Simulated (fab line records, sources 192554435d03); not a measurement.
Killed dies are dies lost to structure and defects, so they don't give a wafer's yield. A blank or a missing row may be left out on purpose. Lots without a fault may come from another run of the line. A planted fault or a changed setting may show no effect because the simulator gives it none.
Chamber matching | flow n5_finfet | N5_BEOL_M12_CMP_49 on cmp-04: 4 sister chambers
The step polishes, stops on SiOC, t overpolish 20.6 s, target thk 320 nm. 8 wafers are shown with their chamber, then 8 later ones without.

WAFERS WITH THEIR CHAMBER
wafer  | chamber | motor_current_A (A) | clearing_platen_down_force_psi (psi)
L077.5 | 3       | 7.1                 | 1.4992
L080.6 | 2       | 5.8                 | 1.5034
L083.1 | 2       | 6.0                 | 1.4999
L083.2 | 1       | 5.3                 | 1.5026
L086.2 | 0       | 5.6                 | 1.5025
L086.3 | 3       | 7.1                 | 1.4998
L086.4 | 1       | 5.2                 | 1.5022
L091.3 | 0       | 5.7                 | 1.4995

WAFERS WITHOUT THEIR CHAMBER
wafer  | motor_current_A (A) | clearing_platen_down_force_psi (psi)
L091.4 | 7.2                 | 1.5042
L091.5 | 7.5                 | 1.4979
L095.1 | 5.6                 | 1.5042
L095.2 | 6.0                 | 1.4944
L095.3 | 5.2                 | 1.4971
L096.1 | 7.1                 | 1.5015
L096.2 | 5.9                 | 1.4961
L096.4 | 6.2                 | 1.4999

WHICH CHAMBER EACH WENT THROUGH
wafer  | from the rows above     | in truth
L091.4 | 3                       | 3
L091.5 | 3                       | 3
L095.1 | can't be placed: 0 or 2 | 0
L095.2 | can't be placed: 2 or 0 | 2
L095.3 | 1                       | 1
L096.1 | 3                       | 3
L096.2 | can't be placed: 2 or 0 | 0
L096.4 | 2                       | 2
Placed correctly: 5 of 8. Can't be placed from these rows: 3 (the true chamber is among the candidates in 3). Placed wrongly: 0.
How it was worked out, from the rows above alone: a wafer's distance from a chamber is the root of the sum, over the readings, of the square of ((its reading less the chamber's mean) divided by the reading's scatter). The wafer belongs to the nearest chamber; if the next one is less than 2 further off, it can't be placed. A chamber's mean is the mean of its shown wafers. The scatter: the root of (the sum of the squares of (reading less its chamber's mean) over the shown wafers, divided by (wafers less chambers)).
